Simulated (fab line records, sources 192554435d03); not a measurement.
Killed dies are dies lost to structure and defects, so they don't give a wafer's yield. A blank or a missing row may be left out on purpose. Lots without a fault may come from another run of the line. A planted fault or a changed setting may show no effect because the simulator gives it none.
Chamber matching | flow n5_finfet | N5_BEOL_M7_CURE_75 on uv_cure-03: 3 sister chambers
The step cures SiCOH lowk, time 120 s. 3 wafers are shown with their chamber, then 12 later ones without.

WAFERS WITH THEIR CHAMBER
wafer  | chamber | wafer_temp_C_max
L083.5 | 0       | 371.7
L086.4 | 1       | 372.3
L087.6 | 2       | 371.2

WAFERS WITHOUT THEIR CHAMBER
wafer  | wafer_temp_C_max
L089.2 | 371.3
L089.4 | 372.0
L089.5 | 371.8
L090.2 | 371.3
L090.3 | 371.4
L090.4 | 371.3
L095.1 | 371.7
L095.4 | 373.2
L095.5 | 371.9
L097.1 | 372.0
L097.5 | 372.0
L097.6 | 372.2

WHICH CHAMBER EACH WENT THROUGH
wafer  | from the rows above          | in truth
L089.2 | can't be placed: 2 or 0      | 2
L089.4 | can't be placed: 0 or 1 or 2 | 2
L089.5 | can't be placed: 0 or 1 or 2 | 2
L090.2 | can't be placed: 2 or 0      | 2
L090.3 | can't be placed: 2 or 0      | 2
L090.4 | can't be placed: 2 or 0      | 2
L095.1 | can't be placed: 0 or 2 or 1 | 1
L095.4 | can't be placed: 1 or 0      | 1
L095.5 | can't be placed: 0 or 1 or 2 | 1
L097.1 | can't be placed: 0 or 1 or 2 | 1
L097.5 | can't be placed: 0 or 1 or 2 | 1
L097.6 | can't be placed: 1 or 0      | 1
Placed correctly: 0 of 12. Can't be placed from these rows: 12 (the true chamber is among the candidates in 12). Placed wrongly: 0.
How it was worked out, from the rows above alone: a wafer's distance from a chamber is the root of the sum, over the readings, of the square of ((its reading less the chamber's mean) divided by the reading's scatter). The wafer belongs to the nearest chamber; if the next one is less than 2 further off, it can't be placed. A chamber's mean is the mean of its shown wafers. The scatter: with one shown wafer a chamber, the root of the mean of the squares of how far each hidden wafer lies from its nearest shown one.
